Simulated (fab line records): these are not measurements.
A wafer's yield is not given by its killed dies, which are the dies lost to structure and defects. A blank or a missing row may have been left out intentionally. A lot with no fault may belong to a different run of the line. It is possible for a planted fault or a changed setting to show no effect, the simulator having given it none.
Which tool did it?	flow n5 finfet	14 lots, 40 wafers sampled, at 6 steps of a route of 1938

## WHAT THE GAUGES SHOWED, per wafer
N5_BEOL_M3_THK_MEAS_01. Usual: M3_ILD_THK 79.4 nm, standard deviation 1.
lot	measured	on	M3_ILD_THK (nm)	flag
L117	day 7 03:11	film metro-02	79.8 80.5 81.5	
L118	day 7 13:22	film metro-01	80.7 79.4 80.6	
L119	day 8 08:42	film metro-02	79.2 81.4 79.5	
L120	day 8 08:57	film metro-01	78.5 79.6 80.3	
L121	day 8 10:52	film metro-02	78.5 78.0 79.8	
L123	day 8 11:33	film metro-01	78.7 79.3 79.6	
L122	day 8 16:59	film metro-02	79.2 80.8 79.4	
L125	day 9 08:04	film metro-02	78.3 79.3 79.4	
L126	day 9 08:08	film metro-02	77.8 78.2 78.8	
L128	day 10 19:02	film metro-02	79.4 79.4 80.2	
L131	day 10 19:40	film metro-02	45.8 80.4	OFF
L137	day 12 18:55	film metro-02	46.6 79.4	OFF
L138	day 12 20:34	film metro-01	78.9 78.0 80.1	
L139	day 13 02:46	film metro-01	80.0 80.3 80.3	

N5_BEOL_M4_RC_MEAS_101. Usual: DIBL_N 35.9 mV/V, standard deviation 1.9; DIBL_P 35.8 mV/V, standard deviation 2.4; IOFF_N 0.15 nA/um, standard deviation 0.031; IOFF_P 0.21 nA/um, standard deviation 0.037; ION_N 672 uA/um, standard deviation 13; ION_P 462 uA/um, standard deviation 8.3; SS_N 71.5 mV/dec, standard deviation 0.72; SS_P 73.2 mV/dec, standard deviation 0.67; VT_N 250 mV, standard deviation 3.4; VT_P -250 mV, standard deviation 3.4.
lot	measured	on	DIBL_N (mV/V)	DIBL_P (mV/V)	IOFF_N (nA/um)	IOFF_P (nA/um)	ION_N (uA/um)	ION_P (uA/um)	SS_N (mV/dec)	SS_P (mV/dec)	VT_N (mV)	VT_P (mV)	flag
L117	day 8 08:36	prober-01	36.6 34.4 35.2	36.7 35.1 36.2	0.16 0.12 0.14	0.23 0.21 0.23	671 640 667	469 456 472	71.6 70.6 70.9	73.5 73.6 73.5	250 257 253	-248 -249 -249	
L118	day 8 16:59	prober-02	32.8 33.6 32.4	33.2 34.1 32.9	0.11 0.11 0.10	0.14 0.14 0.13	650 640 651	452 435 444	70.8 70.8 70.5	72.9 73.1 72.6	255 259 258	-258 -259 -258	
L119	day 9 05:14	prober-02	35.8 37.4 35.5	35.0 36.8 34.3	0.13 0.16 0.13	0.18 0.22 0.18	661 669 669	453 462 459	71.1 72.1 71.0	72.7 73.6 73.0	251 252 252	-252 -250 -251	
L120	day 9 12:59	prober-01	37.3 36.3 36.6	37.0 33.6 35.0	0.16 0.15 0.14	0.24 0.19 0.21	672 658 661	469 450 461	71.5 72.1 72.0	73.0 73.0 73.7	253 252 251	-246 -252 -251	
L121	day 9 11:07	prober-01	35.0 32.6 31.7	36.6 33.3 31.5	0.16 0.12 0.10	0.20 0.16 0.14	679 660 651	461 455 448	71.9 71.3 71.0	73.5 72.5 72.5	250 253 256	-252 -255 -254	
L123	day 9 11:01	prober-02	35.9 33.1 36.3	36.7 32.7 36.9	0.16 0.11 0.17	0.22 0.16 0.22	684 657 678	462 456 460	70.7 70.2 71.2	73.4 71.7 73.2	248 252 247	-252 -254 -248	
L122	day 9 12:15	prober-02	35.1 37.4 38.2	36.0 37.4 37.8	0.15 0.18 0.18	0.20 0.23 0.24	675 683 668	460 466 467	71.0 71.9 73.1	73.3 74.1 73.8	249 248 248	-250 -251 -249	
L125	day 10 04:37	prober-02	37.3 40.0 34.2	35.6 39.7 33.6	0.15 0.20 0.11	0.20 0.27 0.18	661 683 652	455 464 455	72.2 73.4 71.5	73.8 73.9 72.0	252 248 255	-250 -249 -252	
L126	day 10 09:46	prober-01	35.1 33.3 36.9	35.3 33.8 37.2	0.13 0.11 0.16	0.17 0.15 0.20	665 658 675	456 457 459	70.7 70.6 72.0	72.8 73.1 73.7	253 255 251	-254 -257 -251	
L128	day 11 13:04	prober-01	38.2 34.0 36.5	38.1 32.7 35.6	0.20 0.13 0.17	0.28 0.19 0.24	686 665 675	473 461 469	71.8 70.9 70.3	74.0 72.1 73.5	245 251 250	-246 -249 -246	
L131	day 11 16:28	prober-01	38.1	38.9	0.21	0.25	670	463	72.7	72.8	247	-244	
L137	day 13 22:35	prober-02	37.0	39.4	0.16	0.22	662	451	71.6	73.5	249	-250	
L138	day 13 22:01	prober-01	38.1 37.9 35.8	39.6 38.2 37.0	0.19 0.18 0.15	0.26 0.23 0.20	677 696 674	462 474 464	72.5 72.1 71.2	74.5 74.2 74.0	246 249 251	-246 -248 -251	
L139	day 14 01:53	prober-02	34.6 36.8 36.9	33.6 35.7 35.7	0.13 0.17 0.16	0.20 0.23 0.23	674 690 682	473 475 473	70.6 71.4 71.3	72.7 73.0 72.5	250 249 253	-251 -247 -247	

## TOOL THAT RAN EACH LOT (tool first, then ch and the chambers of the sampled wafers, then the start)
lot	N5_BEOL_M2_SPUTTER_86	N5_BEOL_M2_SPUTTER_96	N5_BEOL_M3_ILD_DEP_00	N5_BEOL_M3_HM_DEP_02
L117	pvd sputter-03, day 7 00:37	pvd sputter-03, day 7 01:43	pecvd-02 ch 0,1,2, day 7 03:07	pvd sputter-02, day 7 03:44
L118	pvd sputter-01, day 7 11:05	pvd sputter-01, day 7 12:11	pecvd-02 ch 0,2, day 7 13:19	pvd sputter-03, day 7 17:33
L119	pvd sputter-01, day 8 06:25	pvd sputter-01, day 8 07:31	pecvd-02 ch 0,1,2, day 8 08:38	pvd sputter-01, day 8 11:22
L120	pvd sputter-02, day 8 06:34	pvd sputter-02, day 8 07:40	pecvd-04 ch 0,1,2, day 8 08:53	pvd sputter-01, day 8 11:28
L121	pvd sputter-02, day 8 08:30	pvd sputter-02, day 8 09:36	pecvd-04 ch 0,2, day 8 10:48	pvd sputter-01, day 8 12:10
L123	pvd sputter-01, day 8 09:16	pvd sputter-01, day 8 10:22	pecvd-03 ch 0,1, day 8 11:29	pvd sputter-01, day 8 12:16
L122	pvd sputter-01, day 8 14:40	pvd sputter-01, day 8 15:46	pecvd-02 ch 0,2, day 8 16:55	pvd sputter-02, day 8 17:46
L125	pvd sputter-03, day 9 05:44	pvd sputter-03, day 9 06:50	pecvd-02 ch 0,1, day 9 08:01	pvd sputter-01, day 9 10:01
L126	pvd sputter-02, day 9 05:52	pvd sputter-02, day 9 06:58	pecvd-04 ch 0,1,2, day 9 08:04	pvd sputter-01, day 9 10:07
L128	pvd sputter-02, day 10 15:50	pvd sputter-02, day 10 16:56	pecvd-03 ch 0,2, day 10 18:58	pvd sputter-02, day 10 21:29
L131	pvd sputter-03, day 10 16:26	pvd sputter-03, day 10 17:32	pecvd-03 ch 0,1, day 10 19:35	pvd sputter-03, day 10 21:33
L137	pvd sputter-03, day 12 16:38	pvd sputter-03, day 12 17:44	pecvd-03 ch 0,1, day 12 18:51	pvd sputter-03, day 12 19:22
L138	pvd sputter-02, day 12 18:17	pvd sputter-02, day 12 19:23	pecvd-04 ch 0,1,2, day 12 20:30	pvd sputter-03, day 12 21:53
L139	pvd sputter-01, day 13 00:29	pvd sputter-01, day 13 01:35	pecvd-02 ch 1,2, day 13 02:41	pvd sputter-03, day 13 03:27
- N5_BEOL_M2_SPUTTER_86: material Cu, target thk 4.5 nm, time 8.29 s.
- N5_BEOL_M2_SPUTTER_96: material Cu, target thk 4.5 nm, time 8.29 s.
- N5_BEOL_M3_ILD_DEP_00: deposits SiOC from DEMS/O2, target thk 79 nm, time 15.3 s.
- N5_BEOL_M3_HM_DEP_02: deposits TiN, target thk 20 nm.

## WHAT THE TOOLS THEMSELVES READ (means of the sampled wafers that have a number; where no wafer has one, the mark that the record gives instead)
N5_BEOL_M2_SPUTTER_86. Usual: 30.6 % for throttle valve pct, sd 1.1.
lot	tool	throttle valve pct (%)	flag
L117	pvd sputter-03	30.3	
L118	pvd sputter-01	31.1	
L119	pvd sputter-01	30.2	
L120	pvd sputter-02	30.6	
L121	pvd sputter-02	30.4	
L123	pvd sputter-01	31.4	
L122	pvd sputter-01	31.5	
L125	pvd sputter-03	29.3	
L126	pvd sputter-02	30.2	
L128	pvd sputter-02	30.2	
L131	pvd sputter-03	29.6	
L137	pvd sputter-03	29.5	
L138	pvd sputter-02	30.6	
L139	pvd sputter-01	31.5	

N5_BEOL_M2_SPUTTER_96. Usual: 30.6 % for throttle valve pct, sd 1.2.
lot	tool	throttle valve pct (%)	flag
L117	pvd sputter-03	30.1	
L118	pvd sputter-01	30.9	
L119	pvd sputter-01	30.2	
L120	pvd sputter-02	30.6	
L121	pvd sputter-02	30.3	
L123	pvd sputter-01	31.4	
L122	pvd sputter-01	31.5	
L125	pvd sputter-03	29.2	
L126	pvd sputter-02	30.1	
L128	pvd sputter-02	30.3	
L131	pvd sputter-03	29.6	
L137	pvd sputter-03	29.6	
L138	pvd sputter-02	30.8	
L139	pvd sputter-01	31.5	

N5_BEOL_M3_ILD_DEP_00. Usual: heater power w 477 W, standard deviation 71; showerhead plenum p Torr 5.701 Torr, standard deviation 0.015; throttle valve pct 12.0 %, standard deviation 0.62.
lot	tool	heater power w (W)	showerhead plenum p Torr (Torr)	throttle valve pct (%)	flag
L117	pecvd-02	498	5.691	11.7	
L118	pecvd-02	540	5.699	11.5	
L119	pecvd-02	492	5.704	11.9	
L120	pecvd-04	434	5.701	12.8	
L121	pecvd-04	349	5.695	12.7	
L123	pecvd-03	468	5.724	11.5	
L122	pecvd-02	514	5.687	11.9	
L125	pecvd-02	554	5.690	11.8	
L126	pecvd-04	436	5.699	12.6	
L128	pecvd-03	501	5.698	11.9	
L131	pecvd-03	520	5.700	11.6	
L137	pecvd-03	465	5.694	11.8	
L138	pecvd-04	426	5.704	12.5	
L139	pecvd-02	464	5.708	11.7	

N5_BEOL_M3_HM_DEP_02. Usual: 30.4 % for throttle valve pct, sd 1.1.
lot	tool	throttle valve pct (%)	flag
L117	pvd sputter-02	30.3	
L118	pvd sputter-03	28.8	
L119	pvd sputter-01	30.8	
L120	pvd sputter-01	31.0	
L121	pvd sputter-01	31.6	
L123	pvd sputter-01	31.1	
L122	pvd sputter-02	30.7	
L125	pvd sputter-01	31.1	
L126	pvd sputter-01	31.4	
L128	pvd sputter-02	30.7	
L131	pvd sputter-03	30.1	
L137	pvd sputter-03	30.0	
L138	pvd sputter-03	30.2	
L139	pvd sputter-03	30.2	

## THE ANSWER, worked out from the rows above alone
Rule: take the mean of a lot's wafers that have a number; if it is more than 3 standard deviations from the usual mean, the lot is off. A lot without any number at a reading at which 4 lots or more have one is off too. The other lots that the step has rows for count as sound. The gauges are gone through in route order, then the tools' own readings, and for those a lot's mean is taken as printed above. At the first step where some lot is off, the reading lying furthest off is the one used; lots without a number count as furthest.
Off: L131, L137, seen at N5_BEOL_M3_THK_MEAS_01 (M3_ILD_THK).
A tool fits if, at a process step before that reading, it ran every lot that is off, and no sound lot after the first of them. Those tools and the gauges at N5_BEOL_M3_THK_MEAS_01 are tried in the same way. Can't be told from this: 3 tools fit, pvd sputter-03 at N5_BEOL_M2_SPUTTER_86 and N5_BEOL_M2_SPUTTER_96, pecvd-03 at N5_BEOL_M3_ILD_DEP_00, film metro-02 at N5_BEOL_M3_THK_MEAS_01.

## WHAT HAD BEEN PUT IN BY THE SIMULATOR
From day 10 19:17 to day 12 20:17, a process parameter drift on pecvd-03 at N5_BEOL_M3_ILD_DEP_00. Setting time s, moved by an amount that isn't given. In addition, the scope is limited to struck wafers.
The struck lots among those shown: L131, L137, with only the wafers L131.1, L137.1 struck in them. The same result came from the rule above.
